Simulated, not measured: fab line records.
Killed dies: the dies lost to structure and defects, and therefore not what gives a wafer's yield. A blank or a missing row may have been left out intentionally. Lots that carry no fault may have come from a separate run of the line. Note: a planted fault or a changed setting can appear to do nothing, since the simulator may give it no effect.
fab line records | flow nandHarc | part 1 of 2: steps 1 to 4 of 6
record: lots: 21 wafers: 63 lastDay: 24
route steps=1159 shown A_STAIRCASE@591
lots that met no fault: from a run of the same line without faults
startH: hours from the record's opening day to when the first of the lot's shown wafers began | waitH: hours from the lot's prior step to this one | " repeats the value in the row above | L1.1+2: several wafers, shown together as one row | - either no value or no given start | * or withheld: withheld | < > ~ a bound
route shown NAME@n: names a module that has steps shown in the file, with the first one's number in the route | usual: average and standard deviation across the fault-free wafers | same: alike in all rows | chamber/n: place in a boat | sites: per-site readings | _std_site: the values' standard deviation | _edge_site: the outer-site mean with the inner-site mean subtracted | radiusMm: how far each site lies from the wafer's centre | mask NAME#n: copy n | behind: the tool/chamber that last shaped the wafer | hold: why the lot went on hold/how many hours it stayed there/how the hold came to an end | device: which transistor (n, p or np) failed to switch | end of line: the route-end tests of the same wafers | a step without rows: its recipe alone | killed: not the wafer's yield, but the dies lost to structure and defects at the first sort | map: a wafer's dies, x killed, . not, _ none there
set.NAME: the setting as run; set.NAME@STEP: as run at that earlier step | model.NAME: the simulator's own value behind a step, which no gauge read
one table for each step of the route and one row for each wafer, over a sample of lots
services: from which hour (startH, from the record's first day; less than 0 if before it) a tool's chamber was out of use, for how many hours, and why
== steps ==
step: NHARC_A_STAIRCASE_ETCH_197
recipe: targetDepthA: 1000 timeS: 40.5 ionEnergyEv: 400 c4f8FlowSccm: 20 o2FlowSccm: 10 arFlowSccm: withheld rfW: 600 biasW: 1000 chemistry: C4F8/O2
usual: oesProductAu: 0.948/0.015 rfVppV: 895/6.4
columns lot.wafer tool chamber startH waitH oesProductAu rfHoursCounterH rfVppV
L075.3 rieDiel-12 1 - - 0.962 16 902
L075.4 " 2 " " 0.980 13 887
L075.5 " 0 " " 0.963 - 905
L076.2 rieDiel-01 1 - - 0.965 39 897
L076.5 " 1 " " 0.959 - 897
L076.6 " 2 " " 0.965 - 895
L079.2 rieDiel-12 1 - - 0.928 19 902
L079.3 " 3 " " 0.933 18 907
L079.6 " 2 " " 0.931 - 887
L080.1 rieDiel-10 0 - - 0.938 36 892
L080.6 " 0 " " 0.942 - 892
L080.5 " 2 " " 0.934 - 890
L078.4 rieDiel-12 1 - - 0.977 22 900
L078.3 " 3 " " 0.961 21 905
L078.5 " 2 " " 0.981 - 887
L081.2 rieDiel-10 2 - - 0.955 36 888
L081.1 " 1 " " 0.948 37 889
L081.6 " 3 " " 0.943 - 895
L083.3 rieDiel-10 3 - - 0.963 32 894
L083.2 " 1 " " 0.958 43 890
L083.4 " 2 " " 0.949 - 889
L082.2 rieDiel-01 0 - - 0.924 53 888
L082.4 " 3 " " 0.930 52 900
L082.6 " 0 " " 0.930 - 887
L084.1 rieDiel-10 1 - - 0.947 46 888
L084.5 " 2 " " 0.937 - 891
L084.6 " 3 " " 0.940 - 894
L085.1 rieDiel-10 3 - - 0.943 39 895
L085.5 " 1 " " 0.942 - 889
L085.6 " 2 " " 0.937 - 889
L087.2 rieDiel-10 1 - - 0.970 51 889
L087.3 " 0 " " 0.952 51 893
L087.5 " 1 " " 0.968 - 888
L086.2 rieDiel-12 3 - - 0.960 39 905
L086.3 " 0 " " 0.970 40 904
L086.5 " 3 " " 0.958 - 905
L089.2 rieDiel-12 0 - - 0.949 48 905
L089.3 " 1 " " 0.956 46 902
L089.5 " 1 " " 0.954 - 901
L090.1 rieDiel-01 1 - - 0.951 6 897
L090.3 " 0 " " 0.959 7 887
L090.5 " 1 " " 0.954 - 896
L091.1 rieDiel-12 3 - - 0.944 47 905
L091.6 " 2 " " 0.951 - 887
L091.5 " 3 " " 0.957 - 904
L093.2 rieDiel-10 0 - - 0.964 62 891
L093.3 " 2 " " 0.925 61 890
L093.6 " 0 " " 0.959 - 893
L092.4 rieDiel-01 3 - - 0.939 9 901
L092.1 " 0 " " 0.938 10 887
L092.6 " 3 " " 0.941 - 904
L095.3 rieDiel-01 3 - - 0.955 17 901
L095.5 " 0 " " 0.942 - 886
L095.6 " 1 " " 0.937 - 896
L094.3 rieDiel-12 2 - - 0.917 53 886
L094.1 " 3 " " 0.921 56 906
L094.5 " 1 " " 0.921 - 902
L096.1 rieDiel-01 3 - - 0.958 18 901
L096.3 " 0 " " 0.944 19 887
L096.2 " 2 " " 0.941 17 894
L097.3 rieDiel-01 2 - - 0.940 28 894
L097.2 " 0 " " 0.936 30 886
L097.5 " 3 " " 0.952 - 900
step: NHARC_A_STAIRCASE_ETCH_199
recipe: targetDepthA: 1000 timeS: 40.5 ionEnergyEv: 400 c4f8FlowSccm: 20 o2FlowSccm: 10 arFlowSccm: withheld rfW: 600 biasW: 1000 chemistry: C4F8/O2
usual: oesProductAu: 0.945/0.012 rfVppV: 895/6.5
columns lot.wafer tool chamber startH waitH oesProductAu rfHoursCounterH rfVppV
L075.4 rieDiel-12 3 - - 0.974 14 904
L075.3 " 0 " " 0.958 17 906
L075.5 " 1 " " 0.944 - 903
L076.2 rieDiel-01 3 - - 0.947 37 903
L076.6 " 1 " " 0.942 - 897
L076.5 " 2 " " 0.960 - 897
L079.3 rieDiel-12 2 - - 0.936 17 889
L079.2 " 1 " " 0.936 19 903
L079.6 " 2 " " 0.937 - 887
L080.1 rieDiel-10 1 - - 0.936 33 890
L080.5 " 0 " " 0.942 - 892
L080.6 " 1 " " 0.930 - 890
L078.4 rieDiel-12 0 - - 0.960 23 905
L078.3 " 1 " " 0.960 22 901
L078.5 " 3 " " 0.973 - 906
L081.1 rieDiel-10 3 - - 0.935 27 893
L081.2 " 0 " " 0.942 40 894
L081.6 " 0 " " 0.954 - 894
L083.2 rieDiel-10 3 - - 0.947 33 895
L083.3 " 2 " " 0.955 41 889
L083.4 " 1 " " 0.960 - 889
L082.4 rieDiel-01 0 - - 0.942 53 887
L082.2 " 1 " " 0.950 53 899
L082.6 " 2 " " 0.940 - 896
L084.1 rieDiel-10 2 - - 0.951 43 890
L084.5 " 0 " " 0.955 - 892
L084.6 " 1 " " 0.958 - 888
L085.1 rieDiel-10 1 - - 0.946 51 889
L085.5 " 0 " " 0.944 - 894
L085.6 " 1 " " 0.938 - 889
L086.2 rieDiel-12 1 - - 0.975 39 902
L086.3 " 2 " " 0.968 36 886
L086.5 " 2 " " 0.964 - 886
L087.2 rieDiel-10 2 - - 0.961 47 889
L087.3 " 3 " " 0.939 39 895
L087.5 " 1 " " 0.953 - 888
L089.2 rieDiel-12 0 - - 0.930 49 905
L089.3 " 2 " " 0.928 42 886
L089.5 " 1 " " 0.929 - 902
L090.3 rieDiel-01 1 - - 0.948 6 896
L090.1 " 3 " " 0.930 7 903
L090.5 " 2 " " 0.941 - 895
L091.1 rieDiel-12 0 - - 0.933 51 905
L091.5 " 0 " " 0.940 - 905
L091.6 " 1 " " 0.929 - 902
L093.2 rieDiel-10 1 - - 0.941 63 887
L093.3 " 2 " " 0.945 61 890
L093.6 " 1 " " 0.950 - 887
L092.1 rieDiel-01 3 - - 0.937 10 901
L092.4 " 2 " " 0.936 8 895
L092.6 " 3 " " 0.941 - 901
L095.3 rieDiel-01 0 - - 0.929 18 888
L095.5 " 0 " " 0.918 - 887
L095.6 " 1 " " 0.941 - 897
L094.1 rieDiel-12 3 - - 0.947 56 906
L094.3 " 2 " " 0.946 53 886
L094.5 " 3 " " 0.950 - 905
L096.3 rieDiel-01 2 - - 0.950 17 897
L096.2 " 3 " " 0.938 18 900
L096.1 " 0 " " 0.945 19 887
L097.3 rieDiel-01 0 - - 0.943 30 887
L097.2 " 1 " " 0.947 29 897
L097.5 " 3 " " 0.950 - 900
step: NHARC_A_STAIRCASE_TRIM_233
recipe: timeS: 211.2 o2FlowSccm: 500 arFlowSccm: 0 biasW: 0 chemistry: O2
usual: drypumpMotorCurrentA: 5.6/0.5 mfcArSccm: 0.014/0.014 oesProductAu: 1.001/0.0069 rfVppV: 57.7/0.82 showerheadPlenumPTorr: 3.49/0.16 throttleValvePct: 17.037/0.0097
columns lot.wafer tool chamber startH waitH drypumpMotorCurrentA mfcArSccm oesProductAu rfHoursCounterH rfVppV showerheadPlenumPTorr throttleValvePct
L075.4 rieDiel-01 2 - - 6.6 0.044 1.003 39 57.3 3.53 17.025
L075.3 " 0 " " 6.4 0.021 1.007 39 59.1 3.30 17.033
L075.5 " 3 " " 6.3 0.026 1.003 - 58.2 3.69 17.043
L076.2 rieDiel-10 0 - - 5.6 0 1.004 31 59.4 3.44 17.038
L076.5 " 0 " " 5.6 0 0.999 - 58.3 3.44 17.048
L076.6 " 1 " " 5.9 0.016 0.997 - 58.8 3.34 17.036
L079.3 rieDiel-01 2 - - 6.7 0.044 0.993 45 56.3 3.53 17.038
L079.2 " 3 " " 6.2 0.026 1.009 44 57.9 3.69 17.046
L079.6 " 2 " " 6.7 0.044 1.014 - 58.7 3.53 17.042
L080.1 rieDiel-10 3 - - 5.0 0.029 0.997 25 57.9 3.48 17.034
L080.5 " 0 " " 5.6 0 1.007 - 57.3 3.44 17.022
L080.6 " 1 " " 5.8 0.016 1.012 - 56.7 3.33 17.050
L078.3 rieDiel-10 1 - - 5.9 0.016 1.010 36 57.7 3.33 17.030
L078.4 " 2 " " 5.3 0 0.995 35 55.9 3.35 17.017
L078.5 " 0 " " 5.6 0 0.999 - 56.7 3.44 17.027
L081.2 rieDiel-10 0 - - 5.6 0 1.009 43 57.2 3.44 17.048
L081.1 " 2 " " 5.3 0 0.997 38 59.1 3.35 17.023
L081.6 " 3 " " 5.0 0.029 0.984 - 57.3 3.48 17.024
L083.2 rieDiel-12 2 - - 4.9 0.014 0.988 30 58.1 3.29 17.042
L083.4 " 3 " " 5.4 0 1.004 32 58.3 3.79 17.044
L083.3 " 1 " " 5.2 0.006 0.994 34 58.4 3.69 17.036
L082.4 rieDiel-10 1 - - 5.9 0.016 1.002 45 57.5 3.33 17.021
L082.2 " 3 " " 5.0 0.029 0.990 34 57.7 3.48 17.035
L082.6 " 1 " " 5.9 0.016 1.011 - 57.1 3.33 17.029
L084.1 rieDiel-10 2 - - 5.3 0 1.001 45 57.7 3.34 17.041
L084.5 " 0 " " 5.6 0 1.005 - 57.0 3.43 17.038
L084.6 " 1 " " 5.9 0.016 1.007 - 58.6 3.33 17.042
L085.1 rieDiel-12 3 - - 5.4 0 0.993 40 58.6 3.78 17.042
L085.5 " 0 " " 5.6 0.028 1.000 - 58.3 3.78 17.032
L085.6 " 1 " " 5.2 0.006 1.002 - 58.9 3.69 17.030
L086.2 rieDiel-10 1 - - 5.9 0.016 1.000 53 57.5 3.32 17.050
L086.3 " 3 " " 5.0 0.029 0.999 41 56.1 3.47 17.040
L086.5 " 0 " " 5.6 0 1.000 - 57.9 3.43 17.035
L087.3 rieDiel-10 0 - - 5.6 0 0.993 53 57.1 3.43 17.047
L087.2 " 1 " " 5.9 0.016 1.002 53 57.0 3.33 17.038
L087.5 " 3 " " 5.0 0.029 0.992 - 57.7 3.47 17.036
L089.3 rieDiel-12 2 - - 4.9 0.014 0.995 44 57.6 3.29 17.020
L089.2 " 3 " " 5.4 0 1.004 47 59.6 3.78 17.032
L089.5 " 1 " " 5.2 0.006 1.010 - 57.7 3.68 17.049
L090.1 rieDiel-10 0 - - 5.6 0 1.007 62 56.8 3.43 17.044
L090.3 " 3 " " 5.0 0.029 0.987 52 58.6 3.47 17.039
L090.5 " 0 " " 5.6 0 1.003 - 57.0 3.43 17.037
L091.1 rieDiel-01 0 - - 6.3 0.021 1.001 10 57.4 3.28 17.022
L091.6 " 0 " " 6.3 0.021 1.008 - 56.8 3.28 17.034
L091.5 " 1 " " 5.7 0 1.007 - 58.1 3.56 17.043
L093.2 rieDiel-01 2 - - 6.7 0.044 1.002 9 57.5 3.51 17.038
L093.3 " 3 " " 6.3 0.026 1.012 11 58.1 3.68 17.035
L093.6 " 1 " " 5.7 0 1.011 - 57.9 3.56 17.032
L092.4 rieDiel-10 0 - - 5.6 0 0.999 64 57.3 3.43 17.029
L092.1 " 2 " " 5.3 0 0.993 63 57.8 3.33 17.039
L092.6 " 1 " " 5.8 0.016 1.003 - 56.1 3.32 17.045
L095.3 rieDiel-01 2 - - 6.7 0.044 1.004 18 57.2 3.51 17.043
L095.6 " 2 " " 6.6 0.044 1.003 - 58.0 3.51 17.036
L095.5 " 3 " " 6.3 0.026 0.990 - 56.9 3.67 17.038
L096.2 rieDiel-12 3 - - 5.4 0 0.994 58 57.8 3.77 17.068
L096.3 " 0 " " 5.6 0.028 0.998 61 59.6 3.77 17.024
L096.1 " 1 " " 5.2 0.006 0.994 59 59.1 3.68 17.039
L094.3 rieDiel-01 1 - - 5.7 0 1.016 20 57.4 3.55 17.043
L094.1 " 2 " " 6.6 0.044 0.987 19 58.2 3.51 17.044
L094.5 " 3 " " 6.3 0.026 0.998 - 58.1 3.67 17.035
L097.2 rieDiel-12 3 - - 5.4 0 1.003 1 58.1 3.77 17.044
L097.3 " 0 " " 5.6 0.028 1.005 1 57.4 3.77 17.020
L097.5 " 2 " " 4.8 0.014 1.000 - 57.2 3.81 17.041
step: NHARC_A_STAIRCASE_HM_OPEN_460
recipe: o2FlowSccm: 400 cosFlowSccm: 20 arFlowSccm: 0 rfW: 500 biasW: 300 chemistry: O2/COS
usual: drypumpMotorCurrentA: 5.7/0.55 mfcArSccm: 0.016/0.014 oesProductAu: 1.003/0.0062 rfVppV: 467/3.5 showerheadPlenumPTorr: 3.13/0.16 throttleValvePct: 28.329/0.0094
columns lot.wafer tool chamber startH waitH drypumpMotorCurrentA mfcArSccm oesProductAu rfHoursCounterH rfVppV showerheadPlenumPTorr throttleValvePct
L075.3 rieDiel-12 0 - - 5.5 0.028 1.009 21 472 3.36 28.329
L075.4 " 1 " " 5.2 0.006 1.012 20 471 3.27 28.331
L075.5 " 3 " " 5.4 0 1.009 - 473 3.36 28.340
L076.2 rieDiel-10 3 - - 5.0 0.029 0.998 23 466 3.08 28.339
L076.6 " 1 " " 5.9 0.016 1.000 - 464 2.95 28.328
L076.5 " 2 " " 5.3 0 0.996 - 463 2.96 28.315
L079.2 rieDiel-12 3 - - 5.4 0 1.010 24 472 3.36 28.308
L079.3 " 1 " " 5.2 0.006 1.010 25 470 3.27 28.319
L079.6 " 0 " " 5.5 0.028 1.001 - 471 3.36 28.340
L080.1 rieDiel-12 1 - - 5.2 0.006 0.998 25 471 3.27 28.340
L080.5 " 3 " " 5.4 0 1.009 - 472 3.36 28.334
L080.6 " 0 " " 5.6 0.028 1.009 - 471 3.36 28.309
L078.3 rieDiel-01 3 - - 6.3 0.026 1.004 47 469 3.26 28.323
L078.4 " 1 " " 5.7 0 0.998 48 467 3.16 28.337
L078.5 " 2 " " 6.6 0.044 1.004 - 468 3.12 28.331
L081.1 rieDiel-12 2 - - 4.8 0.014 1.011 26 462 2.91 28.335
L081.2 " 3 " " 5.4 0 0.998 29 473 3.36 28.348
L081.6 " 1 " " 5.2 0.006 1.007 - 471 3.27 28.320
L083.4 rieDiel-12 0 - - 5.6 0.028 0.991 36 472 3.35 28.318
L083.2 " 1 " " 5.2 0.006 1.003 36 470 3.27 28.339
L083.3 " 2 " " 4.9 0.014 0.987 32 463 2.91 28.320
L082.4 rieDiel-10 0 - - 5.6 0 1.002 46 465 3.04 28.315
L082.2 " 3 " " 5.0 0.029 0.998 35 467 3.07 28.335
L082.6 " 0 " " 5.6 0 0.998 - 464 3.04 28.330
L084.1 rieDiel-10 1 - - 5.9 0.016 1.005 51 465 2.94 28.343
L084.6 " 0 " " 5.6 0 1.007 - 465 3.04 28.324
L084.5 " 1 " " 5.9 0.016 1.009 - 464 2.94 28.317
L085.1 rieDiel-12 1 - - 5.2 0.006 1.005 44 470 3.26 28.340
L085.6 " 1 " " 5.2 0.006 1.012 - 470 3.26 28.336
L085.5 " 2 " " 4.9 0.014 1.002 - 462 2.91 28.325
L086.2 rieDiel-12 1 - - 5.2 0.006 0.999 44 471 3.26 28.306
L086.3 " 3 " " 5.4 0 0.994 44 473 3.35 28.334
L086.5 " 0 " " 5.5 0.028 0.996 - 472 3.35 28.337
L087.3 rieDiel-01 2 - - 6.6 0.044 0.997 2 466 3.11 28.318
L087.2 " 0 " " 6.4 0.021 0.988 4 463 2.91 28.332
L087.5 " 1 " " 5.7 0 0.997 - 469 3.15 28.319
L089.2 rieDiel-12 0 - - 5.6 0.028 1.004 54 471 3.35 28.342
L089.3 " 2 " " 4.9 0.014 0.998 48 463 2.90 28.342
L089.5 " 1 " " 5.2 0.006 1.005 - 469 3.26 28.323
L090.1 rieDiel-12 2 - - 4.8 0.014 0.997 49 463 2.90 28.325
L090.3 " 3 " " 5.4 0 0.993 51 471 3.35 28.343
L090.5 " 3 " " 5.4 0 1.005 - 471 3.35 28.344
L091.1 rieDiel-01 0 - - 6.4 0.021 0.995 13 462 2.90 28.349
L091.5 " 0 " " 6.4 0.021 1.004 - 463 2.90 28.332
L091.6 " 1 " " 5.7 0 1.012 - 467 3.15 28.328
L092.1 rieDiel-01 2 - - 6.6 0.044 1.012 15 467 3.11 28.334
L092.4 " 1 " " 5.7 0 1.013 15 468 3.15 28.326
L092.6 " 3 " " 6.3 0.026 1.009 - 469 3.25 28.336
L093.3 rieDiel-01 1 - - 5.6 0 1.016 16 469 3.15 28.327
L093.2 " 2 " " 6.7 0.044 1.002 15 467 3.11 28.328
L093.6 " 2 " " 6.6 0.044 1.009 - 467 3.11 28.327
L095.3 rieDiel-10 2 - - 5.3 0 1.005 3 465 2.94 28.324
L095.6 " 2 " " 5.3 0 1.001 - 463 2.94 28.320
L095.5 " 3 " " 5.0 0.029 1.005 - 467 3.06 28.326
L096.1 rieDiel-01 2 - - 6.7 0.044 1.004 20 467 3.10 28.334
L096.2 " 3 " " 6.2 0.026 1.009 21 471 3.25 28.335
L096.3 " 0 " " 6.4 0.021 0.984 22 462 2.90 28.342
L094.3 rieDiel-10 0 - - 5.6 0 1.007 2 465 3.03 28.325
L094.1 " 2 " " 5.3 0 0.992 3 463 2.94 28.323
L094.5 " 0 " " 5.6 0 1.006 - 465 3.03 28.343
L097.2 rieDiel-10 3 - - 5.0 0.029 0.992 12 465 3.06 28.340
L097.3 " 1 " " 5.9 0.016 0.996 14 462 2.93 28.330
L097.5 " 2 " " 5.3 0 1.000 - 464 2.94 28.331
